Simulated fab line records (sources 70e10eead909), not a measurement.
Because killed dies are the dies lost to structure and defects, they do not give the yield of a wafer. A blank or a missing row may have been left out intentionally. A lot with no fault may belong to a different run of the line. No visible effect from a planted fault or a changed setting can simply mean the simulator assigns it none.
Which tool did it? -- flow nand-harc -- 6 lots, 18 wafers sampled, at 5 steps of a route of 1302

== WHAT EACH GAUGE READ, for each wafer ==
NHARC_A_ZERO_WELL_INSPECT_17.
lot,measured,on,raw-defect-count
L526,day 7 06:09,defect-inspect-01,12 34 26
L528,day 7 22:16,defect-inspect-02,13 7 6
L534,day 10 18:31,defect-inspect-01,14 336 11
L541,day 13 14:16,defect-inspect-01,6 1 3
L544,day 14 15:15,defect-inspect-02,12 7 7
L547,day 16 00:59,defect-inspect-01,19 27 12

== EACH LOT AND THE TOOL THAT RAN IT (in order: tool; ch and the chambers of the sampled wafers; start) ==
lot,NHARC_P_BONDPAD_DEGAS_25,NHARC_P_BONDPAD_PRE_CLEAN_26,NHARC_P_BONDPAD_PVD_17,NHARC_A_ZERO_WELL_STRIP_14
L526,"pvd-sputter-01, day 7 01:47","pvd-sputter-01, day 7 05:12 or earlier","pvd-sputter-01, day 7 05:12 or earlier","wet-bench-04 ch 0,1,2, day 7 05:12"
L528,"pvd-sputter-01, day 7 18:01","pvd-sputter-01, day 7 21:19 or earlier","pvd-sputter-01, day 7 21:19 or earlier","wet-bench-04 ch 3,4,6, day 7 21:19"
L534,"pvd-sputter-03, day 10 14:04","pvd-sputter-03, day 10 17:32 or earlier","pvd-sputter-03, day 10 17:32 or earlier","wet-bench-03 ch 2,3,7, day 10 17:32"
L541,"pvd-sputter-01, day 13 09:50","pvd-sputter-01, day 13 13:20 or earlier","pvd-sputter-01, day 13 13:20 or earlier","wet-bench-03 ch 3,5,6, day 13 13:20"
L544,"pvd-sputter-03, day 14 10:51","pvd-sputter-03, day 14 14:19 or earlier","pvd-sputter-03, day 14 14:19 or earlier","wet-bench-04 ch 0,1,4, day 14 14:19"
L547,"pvd-sputter-01, day 15 20:34","pvd-sputter-01, day 16 00:03 or earlier","pvd-sputter-01, day 16 00:03 or earlier","wet-bench-03 ch 0,1,7, day 16 00:03"
- NHARC_P_BONDPAD_DEGAS_25: time 60 s.
- NHARC_P_BONDPAD_PRE_CLEAN_26: time 30 s.
- NHARC_P_BONDPAD_PVD_17: deposits TaN, target thk 5 nm, time 8.06 s.
- NHARC_A_ZERO_WELL_STRIP_14: strips in SPM, time 900 s.

== THE ANSWER, worked out from the rows above alone ==
Rule: usual is defined by the lots themselves. Put in order of their means at a reading, lots are off if they are a third of the lots or fewer, leave a main group of 4 or more, and stand apart from it by a gap of 3 or more times the standard deviation of the main group's means; of several such gaps the widest counts. Not used: any main group whose means are identical at the precision the tables above print for the reading. A lot without any number at a reading at which 4 lots or more have one is off too. All remaining lots with rows at the step are treated as sound.
Off: L534, at NHARC_A_ZERO_WELL_INSPECT_17 (raw-defect-count). Main group: mean 13, sd 7.6.
A tool fits if, at a process step before that reading, it ran every lot that is off, and no sound lot after the first of them. The gauges at NHARC_A_ZERO_WELL_INSPECT_17 are tried like those tools. NHARC_P_BONDPAD_PRE_CLEAN_26 gives no start for some lots, so the hours and the order of its lots are those of NHARC_A_ZERO_WELL_STRIP_14. NHARC_P_BONDPAD_PVD_17 gives no start for some lots, so the hours and the order of its lots are those of NHARC_A_ZERO_WELL_STRIP_14. No candidate that was tried fits.

== WHAT THE SIMULATOR HAD INSERTED ==
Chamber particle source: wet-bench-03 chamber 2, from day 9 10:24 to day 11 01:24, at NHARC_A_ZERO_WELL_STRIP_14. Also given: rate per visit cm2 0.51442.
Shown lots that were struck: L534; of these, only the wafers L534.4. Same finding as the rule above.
